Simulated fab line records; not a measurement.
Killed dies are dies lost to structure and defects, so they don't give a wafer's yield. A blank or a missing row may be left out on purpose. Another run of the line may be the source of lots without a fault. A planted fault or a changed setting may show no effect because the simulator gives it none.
Which tool did it? + flow n5_finfet + Sampling: 24 lots, 72 wafers, 6 of 1938 route steps

WHAT THE GAUGES READ, wafer by wafer
The record lacks any reading of a measuring or inspecting step that a usual standard deviation could be used to judge.

TOOL THAT RAN EACH LOT (tool first, then ch and the chambers of the sampled wafers, then the start)
| lot  | N5_BEOL_M3_ANNEAL_93         | N5_BEOL_M4_ETCH_63                 | N5_BEOL_M4_ETCHBACK_99             | N5_BEOL_M4_SPUTTER_79        | N5_BEOL_M4_SPUTTER_96        | N5_BEOL_M4_PRE_CLEAN_60          |
|------|------------------------------|------------------------------------|------------------------------------|------------------------------|------------------------------|----------------------------------|
| L074 | pvd_sputter-03, day 7 00:35  | rie_diel-03 ch 0,1,3, day 7 03:10  | rie_diel-01 ch 0,1,3, day 7 09:22  | pvd_sputter-02, day 7 11:08  | pvd_sputter-02, day 7 12:40  | cvd_co-01 ch 0,1,2, day 7 13:47  |
| L075 | pvd_sputter-01, day 7 16:52  | rie_diel-01 ch 2,3, day 7 19:37    | rie_diel-01 ch 0,1,2, day 7 23:17  | pvd_sputter-02, day 8 00:58  | pvd_sputter-02, day 8 02:30  | cvd_co-01 ch 0,1,2, day 8 03:26  |
| L077 | pvd_sputter-02, day 7 20:55  | rie_diel-04 ch 0,2,3, day 8 00:08  | rie_diel-03 ch 1,2,3, day 8 02:08  | pvd_sputter-02, day 8 03:55  | pvd_sputter-02, day 8 05:28  | cvd_co-02 ch 1,2, day 8 06:18    |
| L076 | pvd_sputter-01, day 8 06:12  | rie_diel-04 ch 1,2, day 8 09:12    | rie_diel-03 ch 0,3, day 8 22:31    | pvd_sputter-03, day 9 00:07  | pvd_sputter-03, day 9 01:39  | cvd_co-01 ch 1,2, day 9 02:29    |
| L078 | pvd_sputter-03, day 8 07:49  | rie_diel-04 ch 0,1,2, day 8 10:47  | rie_diel-01 ch 0,1,2, day 8 16:41  | pvd_sputter-02, day 8 18:21  | pvd_sputter-02, day 8 19:53  | cvd_co-02 ch 0,1,2, day 8 20:43  |
| L079 | pvd_sputter-01, day 8 08:46  | rie_diel-01 ch 1,2,3, day 8 12:05  | rie_diel-04 ch 0,3, day 9 07:10    | pvd_sputter-02, day 9 10:50  | pvd_sputter-02, day 9 12:23  | cvd_co-01 ch 0,1, day 9 13:13    |
| L080 | pvd_sputter-03, day 8 11:05  | rie_diel-01 ch 1,2,3, day 8 13:26  | rie_diel-01 ch 1,2,3, day 9 06:56  | pvd_sputter-02, day 9 09:00  | pvd_sputter-02, day 9 10:32  | cvd_co-01 ch 0,1,2, day 9 11:22  |
| L081 | pvd_sputter-01, day 10 00:51 | rie_diel-01 ch 0,2,3, day 10 03:24 | rie_diel-01 ch 2,3, day 10 04:37   | pvd_sputter-02, day 10 06:36 | pvd_sputter-02, day 10 08:08 | cvd_co-01 ch 0,1, day 10 08:58   |
| L084 | pvd_sputter-02, day 10 01:43 | rie_diel-01 ch 0,3, day 10 05:43   | rie_diel-04 ch 1,2,3, day 10 10:22 | pvd_sputter-02, day 10 11:52 | pvd_sputter-02, day 10 13:25 | cvd_co-01 ch 0,1, day 10 14:15   |
| L083 | pvd_sputter-02, day 10 05:04 | rie_diel-03 ch 1,2, day 10 09:00   | rie_diel-04 ch 0,2,3, day 10 10:44 | pvd_sputter-01, day 10 13:36 | pvd_sputter-01, day 10 15:08 | cvd_co-01 ch 0,1,2, day 10 15:58 |
| L082 | pvd_sputter-03, day 10 06:10 | rie_diel-04 ch 0,3, day 10 09:02   | rie_diel-03 ch 0,1,2, day 10 13:01 | pvd_sputter-03, day 10 14:46 | pvd_sputter-03, day 10 16:19 | cvd_co-02 ch 0,2, day 10 17:26   |
| L085 | pvd_sputter-01, day 10 07:40 | rie_diel-04 ch 0,1,3, day 10 09:55 | rie_diel-01 ch 0,2,3, day 10 12:56 | pvd_sputter-02, day 10 14:34 | pvd_sputter-02, day 10 16:07 | cvd_co-02 ch 1,2, day 10 16:56   |
| L086 | pvd_sputter-03, day 10 12:49 | rie_diel-01 ch 0,3, day 10 17:02   | rie_diel-01 ch 0,3, day 11 01:49   | pvd_sputter-02, day 11 05:07 | pvd_sputter-02, day 11 06:39 | cvd_co-02 ch 0,1,2, day 11 07:28 |
| L087 | pvd_sputter-01, day 10 19:38 | rie_diel-03 ch 1,2,3, day 10 22:11 | rie_diel-04 ch 2,3, day 11 09:34   | pvd_sputter-01, day 11 11:10 | pvd_sputter-01, day 11 12:43 | cvd_co-02 ch 0,1, day 11 13:46   |
| L088 | pvd_sputter-01, day 10 23:40 | rie_diel-04 ch 2,3, day 11 02:23   | rie_diel-03 ch 2,3, day 11 09:32   | pvd_sputter-03, day 11 11:06 | pvd_sputter-03, day 11 12:38 | cvd_co-02 ch 0,1, day 11 13:28   |
| L089 | pvd_sputter-02, day 11 09:23 | rie_diel-01 ch 0,1,3, day 11 12:49 | rie_diel-04 ch 1,3, day 11 15:08   | pvd_sputter-01, day 11 17:17 | pvd_sputter-01, day 11 18:49 | cvd_co-02 ch 1,2, day 11 19:38   |
| L090 | pvd_sputter-02, day 11 17:52 | rie_diel-04 ch 1,2,3, day 11 20:07 | rie_diel-03 ch 0,2,3, day 12 00:34 | pvd_sputter-03, day 12 02:22 | pvd_sputter-03, day 12 03:54 | cvd_co-02 ch 0,1,2, day 12 04:54 |
| L092 | pvd_sputter-03, day 12 05:28 | rie_diel-04 ch 0,3, day 12 09:49   | rie_diel-01 ch 1,2,3, day 12 12:32 | pvd_sputter-03, day 12 14:16 | pvd_sputter-03, day 12 15:49 | cvd_co-02 ch 0,1,2, day 12 16:41 |
| L091 | pvd_sputter-03, day 12 08:35 | rie_diel-03 ch 0,2,3, day 12 11:04 | rie_diel-01 ch 0,2,3, day 12 12:56 | pvd_sputter-03, day 12 16:07 | pvd_sputter-03, day 12 17:39 | cvd_co-02 ch 0,1, day 12 18:34   |
| L093 | pvd_sputter-01, day 12 08:44 | rie_diel-01 ch 0,1,3, day 12 11:17 | rie_diel-04 ch 1,3, day 12 17:22   | pvd_sputter-01, day 12 19:40 | pvd_sputter-01, day 12 21:12 | cvd_co-02 ch 1,2, day 12 22:11   |
| L094 | pvd_sputter-02, day 12 11:44 | rie_diel-04 ch 0,3, day 12 14:10   | rie_diel-01 ch 0,1, day 12 17:23   | pvd_sputter-02, day 12 19:32 | pvd_sputter-02, day 12 21:04 | cvd_co-02 ch 0,1, day 12 21:53   |
| L095 | pvd_sputter-02, day 12 22:38 | rie_diel-04 ch 2,3, day 13 01:54   | rie_diel-01 ch 0,1,3, day 13 05:28 | pvd_sputter-01, day 13 09:12 | pvd_sputter-01, day 13 10:44 | cvd_co-02 ch 0,1, day 13 11:46   |
| L096 | pvd_sputter-02, day 13 00:28 | rie_diel-04 ch 0,3, day 13 02:49   | rie_diel-03 ch 1,2,3, day 13 10:12 | pvd_sputter-03, day 13 12:09 | pvd_sputter-03, day 13 13:41 | cvd_co-02 ch 1,2, day 13 14:31   |
| L097 | pvd_sputter-03, day 13 04:30 | rie_diel-04 ch 0,1,3, day 13 07:20 | rie_diel-03 ch 0,2,3, day 13 13:34 | pvd_sputter-02, day 13 15:53 | pvd_sputter-02, day 13 17:26 | cvd_co-01 ch 0,2, day 13 18:54   |
- N5_BEOL_M3_ANNEAL_93: time 240 s.
- N5_BEOL_M4_ETCH_63: etches SiARC in CF4, target depth 15.6 nm, time 26 s.
- N5_BEOL_M4_ETCHBACK_99: etches SiO2 in CHF3, target depth 5 nm, time 10.4 s.
- N5_BEOL_M4_SPUTTER_79: material Cu, target thk 4.5 nm, time 8.29 s.
- N5_BEOL_M4_SPUTTER_96: material Cu, target thk 4.5 nm, time 8.29 s.
- N5_BEOL_M4_PRE_CLEAN_60: time 15 s.

AS READ BY THE TOOLS THEMSELVES (means over the sampled wafers that have a number; for cases with no such wafer, the mark the record gives instead)
N5_BEOL_M3_ANNEAL_93.
| lot  | tool           | heater_power_w (W) |
|------|----------------|--------------------|
| L074 | pvd_sputter-03 | 796                |
| L075 | pvd_sputter-01 | 791                |
| L077 | pvd_sputter-02 | 847                |
| L076 | pvd_sputter-01 | 751                |
| L078 | pvd_sputter-03 | 771                |
| L079 | pvd_sputter-01 | 747                |
| L080 | pvd_sputter-03 | 809                |
| L081 | pvd_sputter-01 | 819                |
| L084 | pvd_sputter-02 | 859                |
| L083 | pvd_sputter-02 | 827                |
| L082 | pvd_sputter-03 | 798                |
| L085 | pvd_sputter-01 | 797                |
| L086 | pvd_sputter-03 | 848                |
| L087 | pvd_sputter-01 | 819                |
| L088 | pvd_sputter-01 | 823                |
| L089 | pvd_sputter-02 | 844                |
| L090 | pvd_sputter-02 | 845                |
| L092 | pvd_sputter-03 | 843                |
| L091 | pvd_sputter-03 | 753                |
| L093 | pvd_sputter-01 | 806                |
| L094 | pvd_sputter-02 | 854                |
| L095 | pvd_sputter-02 | 846                |
| L096 | pvd_sputter-02 | 835                |
| L097 | pvd_sputter-03 | 807                |

N5_BEOL_M4_ETCH_63.
| lot  | tool        | bias_w (W) | drypump_motor_current_A (A) | etch_rf_on_time_s (s) | oes_product_au (a.u.) | rf_vpp_V (V) | showerhead_plenum_p_Torr (Torr) | throttle_valve_pct (%) |
|------|-------------|------------|-----------------------------|-----------------------|-----------------------|--------------|---------------------------------|------------------------|
| L074 | rie_diel-03 | 35.95      | 5.9                         | 25.9                  | 0.59                  | 184.3        | 2.14                            | 15.78                  |
| L075 | rie_diel-01 | 35.94      | 6.0                         | 25.7                  | 0.71                  | 184.5        | 2.17                            | 15.59                  |
| L077 | rie_diel-04 | 36.04      | 5.5                         | 26.4                  | 0.60                  | 183.2        | 2.12                            | 15.76                  |
| L076 | rie_diel-04 | 36.02      | 5.3                         | 25.8                  | 0.63                  | 184.4        | 2.16                            | 15.88                  |
| L078 | rie_diel-04 | 36.04      | 5.4                         | 26.1                  | 0.63                  | 183.9        | 2.16                            | 15.80                  |
| L079 | rie_diel-01 | 35.99      | 6.2                         | 25.9                  | 0.66                  | 184.2        | 2.15                            | 15.67                  |
| L080 | rie_diel-01 | 36.06      | 6.2                         | 25.7                  | 0.66                  | 184.1        | 2.15                            | 15.67                  |
| L081 | rie_diel-01 | 36.03      | 6.1                         | 26.0                  | 0.69                  | 185.2        | 2.19                            | 15.63                  |
| L084 | rie_diel-01 | 35.93      | 6.3                         | 26.1                  | 0.73                  | 185.1        | 2.23                            | 15.68                  |
| L083 | rie_diel-03 | 36.04      | 5.9                         | 26.2                  | 0.73                  | 184.0        | 2.11                            | 15.61                  |
| L082 | rie_diel-04 | 35.99      | 5.8                         | 25.8                  | 0.72                  | 183.4        | 2.11                            | 15.43                  |
| L085 | rie_diel-04 | 36.02      | 5.7                         | 25.8                  | 0.67                  | 184.2        | 2.15                            | 15.62                  |
| L086 | rie_diel-01 | 36.08      | 6.2                         | 25.9                  | 0.71                  | 185.0        | 2.20                            | 15.69                  |
| L087 | rie_diel-03 | 35.98      | 6.0                         | 26.2                  | 0.74                  | 183.7        | 2.11                            | 15.55                  |
| L088 | rie_diel-04 | 36.14      | 5.7                         | 25.9                  | 0.72                  | 183.2        | 2.11                            | 15.53                  |
| L089 | rie_diel-01 | 35.93      | 6.4                         | 25.8                  | 0.67                  | 184.6        | 2.18                            | 15.79                  |
| L090 | rie_diel-04 | 35.94      | 5.6                         | 26.1                  | 0.67                  | 184.1        | 2.15                            | 15.74                  |
| L092 | rie_diel-04 | 35.87      | 5.6                         | 25.9                  | 0.79                  | 183.1        | 2.11                            | 15.26                  |
| L091 | rie_diel-03 | 35.95      | 5.8                         | 26.2                  | 0.74                  | 184.5        | 2.13                            | 15.46                  |
| L093 | rie_diel-01 | 36.10      | 6.4                         | 26.1                  | 0.66                  | 184.6        | 2.18                            | 15.79                  |
| L094 | rie_diel-04 | 36.04      | 5.8                         | 25.9                  | 0.77                  | 184.2        | 2.10                            | 15.29                  |
| L095 | rie_diel-04 | 36.11      | 5.7                         | 25.8                  | 0.69                  | 183.6        | 2.11                            | 15.57                  |
| L096 | rie_diel-04 | 35.94      | 5.9                         | 25.8                  | 0.76                  | 183.2        | 2.10                            | 15.32                  |
| L097 | rie_diel-04 | 36.09      | 5.7                         | 26.3                  | 0.72                  | 183.6        | 2.14                            | 15.49                  |

N5_BEOL_M4_ETCHBACK_99.
| lot  | tool        | CHF3_flow_sccm (sccm) | bias_w (W) | drypump_motor_current_A (A) | oes_product_au (a.u.) | rf_vpp_V (V) | showerhead_plenum_p_Torr (Torr) | throttle_valve_pct (%) |
|------|-------------|-----------------------|------------|-----------------------------|-----------------------|--------------|---------------------------------|------------------------|
| L074 | rie_diel-01 | 11.975                | 47.06      | 6.4                         | 0.84                  | 241.8        | 2.21                            | 17.19                  |
| L075 | rie_diel-01 | 11.985                | 47.06      | 6.3                         | 0.79                  | 243.4        | 2.20                            | 17.14                  |
| L077 | rie_diel-03 | 11.996                | 47.08      | 6.0                         | 0.69                  | 241.6        | 2.12                            | 17.25                  |
| L076 | rie_diel-03 | 12.014                | 47.09      | 5.7                         | 0.69                  | 238.8        | 2.18                            | 17.12                  |
| L078 | rie_diel-01 | 11.970                | 47.08      | 6.3                         | 0.79                  | 242.3        | 2.19                            | 17.16                  |
| L079 | rie_diel-04 | 12.039                | 47.03      | 5.6                         | 0.78                  | 240.3        | 2.12                            | 16.98                  |
| L080 | rie_diel-01 | 11.987                | 46.98      | 6.2                         | 0.76                  | 240.1        | 2.16                            | 17.16                  |
| L081 | rie_diel-01 | 11.972                | 46.78      | 6.0                         | 0.80                  | 240.6        | 2.17                            | 17.10                  |
| L084 | rie_diel-04 | 12.016                | 47.04      | 5.6                         | 0.80                  | 237.6        | 2.16                            | 17.16                  |
| L083 | rie_diel-04 | 11.983                | 47.00      | 5.5                         | 0.77                  | 237.8        | 2.12                            | 17.10                  |
| L082 | rie_diel-03 | 11.976                | 46.87      | 5.8                         | 0.76                  | 239.8        | 2.15                            | 17.12                  |
| L085 | rie_diel-01 | 11.994                | 46.93      | 6.2                         | 0.81                  | 242.6        | 2.21                            | 17.09                  |
| L086 | rie_diel-01 | 12.000                | 47.02      | 6.3                         | 0.84                  | 243.0        | 2.25                            | 17.17                  |
| L087 | rie_diel-04 | 12.017                | 47.02      | 5.4                         | 0.77                  | 236.2        | 2.13                            | 17.22                  |
| L088 | rie_diel-03 | 11.990                | 46.86      | 5.9                         | 0.78                  | 242.5        | 2.11                            | 17.09                  |
| L089 | rie_diel-04 | 11.982                | 46.92      | 5.8                         | 0.79                  | 240.3        | 2.19                            | 17.15                  |
| L090 | rie_diel-03 | 12.005                | 47.13      | 5.8                         | 0.88                  | 240.0        | 2.14                            | 16.89                  |
| L092 | rie_diel-01 | 12.020                | 47.02      | 6.2                         | 0.75                  | 240.7        | 2.15                            | 17.21                  |
| L091 | rie_diel-01 | 11.962                | 46.95      | 6.2                         | 0.78                  | 241.7        | 2.20                            | 17.15                  |
| L093 | rie_diel-04 | 12.027                | 46.88      | 5.8                         | 0.78                  | 240.3        | 2.18                            | 17.16                  |
| L094 | rie_diel-01 | 11.999                | 46.96      | 6.6                         | 0.75                  | 241.8        | 2.17                            | 17.33                  |
| L095 | rie_diel-01 | 12.015                | 47.16      | 6.4                         | 0.77                  | 242.3        | 2.19                            | 17.27                  |
| L096 | rie_diel-03 | 11.991                | 46.96      | 6.0                         | 0.83                  | 242.1        | 2.11                            | 17.02                  |
| L097 | rie_diel-03 | 11.981                | 46.95      | 5.8                         | 0.84                  | 240.3        | 2.14                            | 16.93                  |

N5_BEOL_M4_SPUTTER_79.
| lot  | tool           | chuck_sensor_temp_C (C) | throttle_valve_pct (%) |
|------|----------------|-------------------------|------------------------|
| L074 | pvd_sputter-02 | -16.4                   | 29.7                   |
| L075 | pvd_sputter-02 | -16.7                   | 29.8                   |
| L077 | pvd_sputter-02 | -16.4                   | 29.3                   |
| L076 | pvd_sputter-03 | -16.2                   | 29.6                   |
| L078 | pvd_sputter-02 | -16.8                   | 29.8                   |
| L079 | pvd_sputter-02 | -16.5                   | 29.5                   |
| L080 | pvd_sputter-02 | -16.3                   | 29.1                   |
| L081 | pvd_sputter-02 | -16.8                   | 29.7                   |
| L084 | pvd_sputter-02 | -16.5                   | 29.8                   |
| L083 | pvd_sputter-01 | -16.1                   | 29.5                   |
| L082 | pvd_sputter-03 | -16.4                   | 29.0                   |
| L085 | pvd_sputter-02 | -16.3                   | 29.1                   |
| L086 | pvd_sputter-02 | -16.1                   | 28.5                   |
| L087 | pvd_sputter-01 | -16.1                   | 29.8                   |
| L088 | pvd_sputter-03 | -16.5                   | 28.9                   |
| L089 | pvd_sputter-01 | -16.1                   | 30.0                   |
| L090 | pvd_sputter-03 | -16.1                   | 29.6                   |
| L092 | pvd_sputter-03 | -16.5                   | 29.1                   |
| L091 | pvd_sputter-03 | -15.9                   | 30.7                   |
| L093 | pvd_sputter-01 | -16.0                   | 29.8                   |
| L094 | pvd_sputter-02 | -16.8                   | 29.8                   |
| L095 | pvd_sputter-01 | -16.0                   | 30.1                   |
| L096 | pvd_sputter-03 | -16.3                   | 30.1                   |
| L097 | pvd_sputter-02 | -16.4                   | 29.1                   |

N5_BEOL_M4_SPUTTER_96.
| lot  | tool           | chuck_sensor_temp_C (C) | throttle_valve_pct (%) |
|------|----------------|-------------------------|------------------------|
| L074 | pvd_sputter-02 | -16.5                   | 29.7                   |
| L075 | pvd_sputter-02 | -16.6                   | 29.6                   |
| L077 | pvd_sputter-02 | -16.3                   | 29.3                   |
| L076 | pvd_sputter-03 | -16.1                   | 29.7                   |
| L078 | pvd_sputter-02 | -16.7                   | 29.8                   |
| L079 | pvd_sputter-02 | -16.4                   | 29.4                   |
| L080 | pvd_sputter-02 | -16.3                   | 29.0                   |
| L081 | pvd_sputter-02 | -16.8                   | 29.7                   |
| L084 | pvd_sputter-02 | -16.5                   | 29.7                   |
| L083 | pvd_sputter-01 | -16.1                   | 29.5                   |
| L082 | pvd_sputter-03 | -16.3                   | 29.0                   |
| L085 | pvd_sputter-02 | -16.4                   | 29.2                   |
| L086 | pvd_sputter-02 | -16.1                   | 28.6                   |
| L087 | pvd_sputter-01 | -16.1                   | 29.7                   |
| L088 | pvd_sputter-03 | -16.6                   | 28.8                   |
| L089 | pvd_sputter-01 | -16.1                   | 30.2                   |
| L090 | pvd_sputter-03 | -16.2                   | 29.8                   |
| L092 | pvd_sputter-03 | -16.6                   | 29.1                   |
| L091 | pvd_sputter-03 | -15.9                   | 30.8                   |
| L093 | pvd_sputter-01 | -16.1                   | 29.8                   |
| L094 | pvd_sputter-02 | -16.7                   | 29.9                   |
| L095 | pvd_sputter-01 | -15.9                   | 30.2                   |
| L096 | pvd_sputter-03 | -16.2                   | 30.2                   |
| L097 | pvd_sputter-02 | -16.4                   | 29.2                   |

N5_BEOL_M4_PRE_CLEAN_60.
| lot  | tool      | heater_power_w (W) |
|------|-----------|--------------------|
| L074 | cvd_co-01 | 62                 |
| L075 | cvd_co-01 | 64                 |
| L077 | cvd_co-02 | 61                 |
| L076 | cvd_co-01 | 67                 |
| L078 | cvd_co-02 | 77                 |
| L079 | cvd_co-01 | 70                 |
| L080 | cvd_co-01 | 63                 |
| L081 | cvd_co-01 | 70                 |
| L084 | cvd_co-01 | 71                 |
| L083 | cvd_co-01 | 64                 |
| L082 | cvd_co-02 | 87                 |
| L085 | cvd_co-02 | 62                 |
| L086 | cvd_co-02 | 78                 |
| L087 | cvd_co-02 | 68                 |
| L088 | cvd_co-02 | 82                 |
| L089 | cvd_co-02 | 62                 |
| L090 | cvd_co-02 | 78                 |
| L092 | cvd_co-02 | 78                 |
| L091 | cvd_co-02 | 81                 |
| L093 | cvd_co-02 | 73                 |
| L094 | cvd_co-02 | 68                 |
| L095 | cvd_co-02 | 83                 |
| L096 | cvd_co-02 | 63                 |
| L097 | cvd_co-01 | 59                 |

THE ANSWER, worked out from the rows above alone
Rule: the lots themselves supply what counts as usual. The widest of any qualifying gaps counts: lots, ordered by their means at a reading, are off when they make up no more than a third of the lots, leave a main group of 4 or more, and stand apart from it by 3 or more times the standard deviation of that group's means. A main group whose means are all the same, to the digits that the tables above print for the reading, isn't used. A lot without any number at a reading at which 4 lots or more have one is off too. The other lots that the step has rows for count as sound. The gauges are gone through in route order, then the tools' own readings, and for those a lot's mean is taken as printed above. The first step at which some lot is off is used, and at that step the reading that is off furthest; a lot without a number counts as furthest.
Nothing can be told from this: no lot is off at any reading shown.

WHAT WAS PUT IN BY THE SIMULATOR
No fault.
